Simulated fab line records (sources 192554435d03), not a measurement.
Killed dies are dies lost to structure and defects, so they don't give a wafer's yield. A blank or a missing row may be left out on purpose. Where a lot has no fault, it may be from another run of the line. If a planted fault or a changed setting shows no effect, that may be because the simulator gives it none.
What tool caused it?    flow n5 finfet    7 lots with 19 wafers sampled at 5 steps, on a route of 1938 steps

## WHAT THE GAUGES SHOWED, per wafer
N5_GATE_CUT_CD_MEAS_13 targets a cd of 20 nm.
lot   measured     on         cd nm (nm)
L326  day 4 17:07  cd sem-01  20.03 19.73 19.73
L329  day 5 11:22  cd sem-01  20.17 20.08
L331  day 5 22:58  cd sem-03  20.16 19.93
L334  day 6 18:38  cd sem-01  20.28 20.11 20.22
L336  day 7 04:53  cd sem-01  20.08 20.24 20.38
L338  day 7 18:07  cd sem-02  20.33 20.27 20.92
L346  day 9 23:10  cd sem-01  21.96 22.46 22.44

## EACH LOT AND THE TOOL THAT RAN IT (in order: tool; ch and the chambers of the sampled wafers; start)
lot   N5_HKMG_FIN_STRIP_90               N5_GATE_CUT_ETCHBACK_30           N5_GATE_CUT_CMP_02            N5_GATE_CUT_EXPOSE_10
L326  rie diel-01 ch 0,2,3, day 4 11:20  rie metal-03 ch 0,1, day 4 13:38  cmp-04 ch 2,3, day 4 16:19    euv scanner-01 ch 0, day 4 16:59
L329  rie diel-01 ch 1,2, day 5 05:44    rie metal-01 ch 0, day 5 07:54    cmp-03 ch 1,2, day 5 10:36    euv scanner-01 ch 0, day 5 11:14
L331  rie diel-01 ch 0, day 5 16:49      rie metal-02 ch 1, day 5 19:20    cmp-02 ch 2,3, day 5 22:19    euv scanner-01 ch 0, day 5 22:50
L334  rie diel-01 ch 1,2,3, day 6 12:45  rie metal-03 ch 0,1, day 6 15:19  cmp-04 ch 0,1,3, day 6 17:58  euv scanner-01 ch 0, day 6 18:31
L336  rie diel-04 ch 2,3, day 6 23:16    rie metal-01 ch 0,1, day 7 01:32  cmp-03 ch 0,1,2, day 7 04:14  euv scanner-01 ch 0, day 7 04:46
L338  rie diel-01 ch 1,3, day 7 12:29    rie metal-01 ch 0,1, day 7 14:40  cmp-04 ch 0,1,2, day 7 17:23  euv scanner-02 ch 0, day 7 17:59
L346  rie diel-01 ch 0,1, day 9 16:45    rie metal-01 ch 0,1, day 9 18:56  cmp-03 ch 2,3, day 9 22:31    euv scanner-02 ch 0, day 9 23:02
- N5_HKMG_FIN_STRIP_90: strips SOC in N2/H2, time 20 s.
- N5_GATE_CUT_ETCHBACK_30: etches TiN in Cl2/Ar, target depth 3 nm.
- N5_GATE_CUT_CMP_02: polishes, stops on SiO2, t overpolish 12.7 s, target thk 0 nm.
- N5_GATE_CUT_EXPOSE_10: exposes mask GATE CUT, target cd 20 nm.

## THE ANSWER, worked out from the rows above alone
Rule: the lots themselves supply what counts as usual. The widest of any qualifying gaps counts: lots, ordered by their means at a reading, are off when they make up no more than a third of the lots, leave a main group of 4 or more, and stand apart from it by 3 or more times the standard deviation of that group's means. A main group whose means are all the same, to the digits that the tables above print for the reading, isn't used. Also off: a lot with no number at a reading for which 4 or more lots have one. Any other lot the step has rows for is counted as sound.
Off: L346 (N5_GATE_CUT_CD_MEAS_13, cd nm). The main group: mean 20.16 nm, standard deviation 0.2.
A tool fits if, at a process step before that reading, it ran every lot that is off, and no sound lot after the first of them. The gauges at N5_GATE_CUT_CD_MEAS_13 are tried like those tools. Can't be told from this: 5 tools fit, rie diel-01 at N5_HKMG_FIN_STRIP_90, rie metal-01 at N5_GATE_CUT_ETCHBACK_30, cmp-03 at N5_GATE_CUT_CMP_02, euv scanner-02 at N5_GATE_CUT_EXPOSE_10, cd sem-01 at N5_GATE_CUT_CD_MEAS_13.

## WHAT THE SIMULATOR PUT IN
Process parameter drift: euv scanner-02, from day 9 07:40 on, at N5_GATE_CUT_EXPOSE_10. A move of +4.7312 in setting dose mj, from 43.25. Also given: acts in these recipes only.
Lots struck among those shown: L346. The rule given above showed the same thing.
